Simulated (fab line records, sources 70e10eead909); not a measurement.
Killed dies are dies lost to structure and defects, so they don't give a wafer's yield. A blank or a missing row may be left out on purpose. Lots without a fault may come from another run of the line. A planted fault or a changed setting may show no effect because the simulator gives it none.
Chamber matching | flow nand_harc | NHARC_P_GATE_DESCUM_61 on rie_diel-10: 4 sister chambers
The step chemistry O2, time 3 s. 18 wafers are shown with their chamber, then 9 later ones without.

WAFERS WITH THEIR CHAMBER
wafer  | chamber | drypump_motor_current_A (A) | showerhead_plenum_p_Torr (Torr) | oes_product_au (a.u.)
L231.4 | 0       | 5.33                        | 2.04                            | 1.003
L231.5 | 3       | 5.87                        | 2.05                            | 0.991
L231.6 | 2       | 6.02                        | 1.99                            | 0.997
L232.2 | 0       | 5.31                        | 2.03                            | 1.006
L232.4 | 1       | 5.63                        | 1.92                            | 0.996
L232.6 | 1       | 5.63                        | 1.92                            | 1.002
L234.1 | 3       | 5.91                        | 2.05                            | 0.990
L234.2 | 0       | 5.29                        | 2.03                            | 0.996
L234.5 | 1       | 5.63                        | 1.92                            | 1.006
L239.1 | 1       | 5.63                        | 1.92                            | 1.012
L239.5 | 3       | 5.89                        | 2.05                            | 0.982
L239.6 | 2       | 6.04                        | 1.99                            | 1.009
L251.2 | 2       | 5.98                        | 1.98                            | 1.001
L251.3 | 0       | 5.31                        | 2.03                            | 0.991
L251.4 | 3       | 5.87                        | 2.04                            | 0.986
L252.1 | 3       | 5.86                        | 2.04                            | 0.992
L252.2 | 2       | 6.03                        | 1.98                            | 1.006
L252.3 | 0       | 5.32                        | 2.03                            | 0.983

SIGNATURES (means of the wafers above)
reading                  | chamber 0 | chamber 1 | chamber 2 | chamber 3 | scatter within a chamber
drypump_motor_current_A  | 5.3120    | 5.6300    | 6.0175    | 5.8800    | 0.018
showerhead_plenum_p_Torr | 2.0320    | 1.9200    | 1.9850    | 2.0460    | 0.00463
oes_product_au           | 0.99580   | 1.00400   | 1.00325   | 0.98820   | 0.00672
Rule: a wafer's distance from a chamber is the root of the sum, over the readings, of the square of ((its reading less the chamber's mean) divided by the reading's scatter). The wafer belongs to the nearest chamber; if the next one is less than 2 further off, it can't be placed. The scatter: the root of (the sum of the squares of (reading less its chamber's mean) over the shown wafers, divided by (wafers less chambers)).

WAFERS WITHOUT THEIR CHAMBER
wafer  | drypump_motor_current_A (A) | showerhead_plenum_p_Torr (Torr) | oes_product_au (a.u.)
L250.1 | 6.02                        | 1.98                            | 1.009
L250.3 | 5.89                        | 2.04                            | 0.997
L250.4 | 5.30                        | 2.03                            | 0.999
L253.2 | 6.05                        | 1.98                            | 1.003
L253.5 | 5.64                        | 1.91                            | 1.003
L253.6 | 5.33                        | 2.03                            | 1.002
L254.1 | 5.30                        | 2.03                            | 0.990
L254.3 | 6.06                        | 1.98                            | 0.993
L254.5 | 5.63                        | 1.91                            | 1.004

WHICH CHAMBER EACH WENT THROUGH
wafer  | from the rows above | in truth
L250.1 | 2                   | 2
L250.3 | 3                   | 3
L250.4 | 0                   | 0
L253.2 | 2                   | 2
L253.5 | 1                   | 1
L253.6 | 0                   | 0
L254.1 | 0                   | 0
L254.3 | 2                   | 2
L254.5 | 1                   | 1
Placed correctly: 9 of 9. Can't be placed from these rows: 0. Placed wrongly: 0.
